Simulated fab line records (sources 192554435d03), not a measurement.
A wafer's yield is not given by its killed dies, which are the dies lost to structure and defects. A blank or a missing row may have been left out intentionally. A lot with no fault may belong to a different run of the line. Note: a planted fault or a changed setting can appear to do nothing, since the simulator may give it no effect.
Matching of chambers + flow n5 finfet + N5_BEOL_M15_DESCUM_15 on rie diel-02: 4 sister chambers
The step chemistry O2, time 7.9 s. 20 wafers are shown with their chamber, then 10 later ones without.

== WAFERS WITH THEIR CHAMBER ==
| wafer  | chamber | drypump motor current A (A) | throttle valve pct (%) | oes product au (a.u.) |
|--------|---------|-----------------------------|------------------------|-----------------------|
| L076.3 | 1       | 6.4                         | 19.96                  | 0.93                  |
| L076.5 | 1       | 6.4                         | 19.98                  | 0.93                  |
| L076.6 | 0       | 5.7                         | 20.25                  | 0.90                  |
| L082.4 | 2       | 5.8                         | 20.69                  | 0.73                  |
| L082.5 | 1       | 6.4                         | 20.01                  | 0.92                  |
| L082.6 | 3       | 4.9                         | 20.97                  | 0.69                  |
| L081.3 | 0       | 5.7                         | 20.25                  | 0.88                  |
| L081.5 | 3       | 4.9                         | 20.97                  | 0.70                  |
| L081.6 | 0       | 5.7                         | 20.24                  | 0.89                  |
| L083.4 | 2       | 5.8                         | 20.71                  | 0.72                  |
| L083.5 | 1       | 6.3                         | 20.01                  | 0.90                  |
| L083.6 | 2       | 5.8                         | 20.70                  | 0.72                  |
| L089.4 | 0       | 5.7                         | 20.26                  | 0.86                  |
| L089.5 | 2       | 5.8                         | 20.71                  | 0.72                  |
| L089.6 | 3       | 4.9                         | 20.55                  | 0.97                  |
| L091.3 | 3       | 4.9                         | 20.56                  | 0.95                  |
| L091.5 | 1       | 6.4                         | 20.03                  | 0.87                  |
| L091.6 | 0       | 5.7                         | 20.27                  | 0.86                  |
| L093.2 | 3       | 4.9                         | 20.58                  | 0.95                  |
| L093.3 | 2       | 5.8                         | 20.73                  | 0.72                  |

SIGNATURES (averages over the wafers above)
| reading                 | chamber 0 | chamber 1 | chamber 2 | chamber 3 | scatter within a chamber |
|-------------------------|-----------|-----------|-----------|-----------|--------------------------|
| drypump motor current A | 5.700     | 6.380     | 5.800     | 4.900     | 0.0224                   |
| throttle valve pct      | 20.2540   | 19.9980   | 20.7080   | 20.7260   | 0.113                    |
| oes product au          | 0.8780    | 0.9100    | 0.7220    | 0.8520    | 0.0735                   |
Rule: a wafer's distance from a chamber is the root of the sum, over the readings, of the square of ((its reading less the chamber's mean) divided by the reading's scatter). If the next closest chamber is less than 2 further off than the closest, the wafer can't be placed; otherwise it belongs to the closest. The scatter: the root of (the sum of the squares of (reading less its chamber's mean) over the shown wafers, divided by (wafers less chambers)).

== WAFERS WITH NO CHAMBER GIVEN ==
| wafer  | drypump motor current A (A) | throttle valve pct (%) | oes product au (a.u.) |
|--------|-----------------------------|------------------------|-----------------------|
| L093.5 | 6.4                         | 20.04                  | 0.88                  |
| L092.2 | 5.7                         | 20.25                  | 0.85                  |
| L092.3 | 6.3                         | 20.02                  | 0.87                  |
| L092.6 | 5.7                         | 20.27                  | 0.85                  |
| L095.1 | 5.8                         | 20.74                  | 0.71                  |
| L095.4 | 5.7                         | 20.28                  | 0.84                  |
| L095.5 | 5.7                         | 20.27                  | 0.84                  |
| L096.1 | 5.7                         | 20.28                  | 0.83                  |
| L096.2 | 4.8                         | 20.60                  | 0.91                  |
| L096.5 | 5.7                         | 20.28                  | 0.83                  |

== WHICH CHAMBER EACH WENT THROUGH ==
| wafer  | from the rows above | in truth |
|--------|---------------------|----------|
| L093.5 | 1                   | 1        |
| L092.2 | 0                   | 0        |
| L092.3 | 1                   | 1        |
| L092.6 | 0                   | 0        |
| L095.1 | 2                   | 2        |
| L095.4 | 0                   | 0        |
| L095.5 | 0                   | 0        |
| L096.1 | 0                   | 0        |
| L096.2 | 3                   | 3        |
| L096.5 | 0                   | 0        |
10 of 10 placed correctly. Not placeable from these rows: 0. Number placed wrongly: 0.
